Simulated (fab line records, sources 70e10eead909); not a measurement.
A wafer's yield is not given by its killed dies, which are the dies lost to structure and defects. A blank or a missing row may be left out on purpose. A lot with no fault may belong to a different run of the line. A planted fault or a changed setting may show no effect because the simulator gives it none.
Check for tools in common    flow nand_harc    4 lots, 12 wafers sampled

== THE REASON FOR OPENING IT ==
On 3 of the 4 lots, a flag is raised at NHARC_END_SORT_01 on the reading killed_at_array. Wafers without a fault read 56, standard deviation 19.
Rule: a lot is flagged in two cases, either no wafer of it has a number, or all its wafers with numbers fall more than 4 standard deviations from that mean. The other lots count as sound.

lot   measured      on         killed_at_array, wafer by wafer  flag
L920  day 26 02:43  prober-02  672 675 671                      FLAGGED
L923  day 27 00:12  prober-01  676 673 677                      FLAGGED
L924  day 27 10:25  prober-02  672 671 669                      FLAGGED
L933  day 31 15:49  prober-02  75 80 69                         
The mean of the flagged lots' numbers is 673, +617 from the usual (+32 standard deviations).

== TOOL THAT RAN EACH LOT ==
4 process steps preceding the reading are held in the record, out of 1302 steps in the route. In each cell: the tool, then ch and the chambers that the sampled wafers went through, then the start.
lot   flag     NHARC_A_STAIRCASE_ETCH_403           NHARC_THIN_TSV_STRIP_45             NHARC_THIN_TSV_PVD_51                    NHARC_THIN_TSV_DEGAS_53
L920  FLAGGED  wet_bench-09 ch 1,5,6, day 20 18:17  no row                              no row                                   no row
L923  FLAGGED  wet_bench-09 ch 4,6,7, day 21 14:25  no row                              no row                                   no row
L924  FLAGGED  wet_bench-05 ch 0,1,4, day 22 02:38  no row                              no row                                   no row
L933           wet_bench-05 ch 2,4,6, day 25 23:41  plasma_asher-02 ch 1, day 31 00:02  pvd_sputter-01, day 31 03:43 or earlier  pvd_sputter-02, day 31 03:43
What the steps here do:
- NHARC_A_STAIRCASE_ETCH_403: etches SiO2 in dHF, target depth 108.2 nm.
- NHARC_THIN_TSV_STRIP_45: strips in O2.
- NHARC_THIN_TSV_PVD_51: deposits Cu, target thk 100 nm.
- NHARC_THIN_TSV_DEGAS_53: time 60 s.
- NHARC_END_SORT_01

== FLAGGED AGAINST TOTAL, ONE TOOL AT A TIME (gauges that did the reading follow at the end) ==
step                        tool             lots run  flagged  share of the flagged lots  sound lots run after its first flagged lot
NHARC_A_STAIRCASE_ETCH_403  wet_bench-05     2         1        some                       1 (L933)
NHARC_A_STAIRCASE_ETCH_403  wet_bench-09     2         2        some                       0
NHARC_THIN_TSV_STRIP_45     plasma_asher-02  1         0        none                       -
NHARC_THIN_TSV_PVD_51       pvd_sputter-01   1         0        none                       -
NHARC_THIN_TSV_DEGAS_53     pvd_sputter-02   1         0        none                       -
NHARC_END_SORT_01           prober-01        1         1        some                       0
NHARC_END_SORT_01           prober-02        3         2        some                       1 (L933)
NHARC_THIN_TSV_PVD_51: start missing for some lots; hours and lot order therefore follow NHARC_THIN_TSV_DEGAS_53.

== WHAT IS ALLOWED BY THE TABLE ==
No row of the table ran every flagged lot.

== WHAT THE SIMULATOR HAD PUT IN ==
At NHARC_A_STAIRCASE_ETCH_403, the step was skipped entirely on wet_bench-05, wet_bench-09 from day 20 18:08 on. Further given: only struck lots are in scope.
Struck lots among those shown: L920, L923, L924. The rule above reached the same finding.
